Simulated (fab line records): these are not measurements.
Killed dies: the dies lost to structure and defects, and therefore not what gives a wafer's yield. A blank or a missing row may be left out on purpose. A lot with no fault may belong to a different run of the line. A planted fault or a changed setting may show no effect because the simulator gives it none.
Chamber matching || flow n5_finfet || N5_HKMG_FIN_ALD_91 on ald_metal-02: 4 sister chambers
The step deposits TiN, target thk 1 nm, pulse time 1 s, purge time 3 s. 14 wafers are shown with their chamber, then 7 later ones without.

== WAFERS PAIRED WITH THEIR CHAMBERS ==
{"wafer": "L155.3", "chamber": 3, "heater_power_w (W)": 906, "precursor_pulse_height_rel": 1.023}
{"wafer": "L155.4", "chamber": 0, "heater_power_w (W)": 989, "precursor_pulse_height_rel": 0.975}
{"wafer": "L155.5", "chamber": 0, "heater_power_w (W)": 1000, "precursor_pulse_height_rel": 1.023}
{"wafer": "L157.3", "chamber": 3, "heater_power_w (W)": 884, "precursor_pulse_height_rel": 1.000}
{"wafer": "L157.4", "chamber": 3, "heater_power_w (W)": 902, "precursor_pulse_height_rel": 0.988}
{"wafer": "L157.6", "chamber": 1, "heater_power_w (W)": 905, "precursor_pulse_height_rel": 0.992}
{"wafer": "L160.4", "chamber": 3, "heater_power_w (W)": 897, "precursor_pulse_height_rel": 0.996}
{"wafer": "L160.5", "chamber": 2, "heater_power_w (W)": 955, "precursor_pulse_height_rel": 1.012}
{"wafer": "L160.6", "chamber": 1, "heater_power_w (W)": 913, "precursor_pulse_height_rel": 0.977}
{"wafer": "L163.4", "chamber": 0, "heater_power_w (W)": 988, "precursor_pulse_height_rel": 0.998}
{"wafer": "L163.5", "chamber": 2, "heater_power_w (W)": 955, "precursor_pulse_height_rel": 0.984}
{"wafer": "L163.6", "chamber": 1, "heater_power_w (W)": 899, "precursor_pulse_height_rel": 0.990}
{"wafer": "L166.2", "chamber": 0, "heater_power_w (W)": 994, "precursor_pulse_height_rel": 1.001}
{"wafer": "L166.3", "chamber": 1, "heater_power_w (W)": 895, "precursor_pulse_height_rel": 0.980}

SIGNATURES, as means of the wafers listed above
{"reading": "heater_power_w", "chamber 0": 992.75, "chamber 1": 903.00, "chamber 2": 955.00, "chamber 3": 897.25, "scatter within a chamber": 7.41}
{"reading": "precursor_pulse_height_rel", "chamber 0": 0.99925, "chamber 1": 0.98475, "chamber 2": 0.99800, "chamber 3": 1.00175, "scatter within a chamber": 0.0155}
Rule: for a wafer and a chamber, the distance is found by dividing, reading by reading, the gap between the wafer's reading and the chamber's mean by the reading's scatter, squaring, summing and taking the root. The wafer belongs to the nearest chamber; if the next one is less than 2 further off, it can't be placed. The scatter is the square root of a quotient: the sum, over the shown wafers, of each reading's squared deviation from its chamber's mean, divided by wafers minus chambers.

== WAFERS MISSING THEIR CHAMBER ==
{"wafer": "L166.4", "heater_power_w (W)": 967, "precursor_pulse_height_rel": 1.002}
{"wafer": "L170.2", "heater_power_w (W)": 908, "precursor_pulse_height_rel": 1.026}
{"wafer": "L170.4", "heater_power_w (W)": 973, "precursor_pulse_height_rel": 1.001}
{"wafer": "L170.5", "heater_power_w (W)": 970, "precursor_pulse_height_rel": 1.026}
{"wafer": "L173.2", "heater_power_w (W)": 948, "precursor_pulse_height_rel": 1.008}
{"wafer": "L173.3", "heater_power_w (W)": 906, "precursor_pulse_height_rel": 1.020}
{"wafer": "L173.4", "heater_power_w (W)": 986, "precursor_pulse_height_rel": 0.999}

== WHICH CHAMBER EACH ONE RAN IN ==
{"wafer": "L166.4", "from the rows above": "can't be placed: 2 or 0", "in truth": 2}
{"wafer": "L170.2", "from the rows above": "can't be placed: 3 or 1", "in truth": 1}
{"wafer": "L170.4", "from the rows above": "can't be placed: 2 or 0", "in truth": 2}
{"wafer": "L170.5", "from the rows above": "can't be placed: 2 or 0", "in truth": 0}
{"wafer": "L173.2", "from the rows above": 2, "in truth": 2}
{"wafer": "L173.3", "from the rows above": "can't be placed: 3 or 1", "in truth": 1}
{"wafer": "L173.4", "from the rows above": 0, "in truth": 0}
Placed correctly: 2 of 7. From these rows, 5 cannot be placed; in 5 the true chamber is one of the candidates. Placed wrongly: 0.
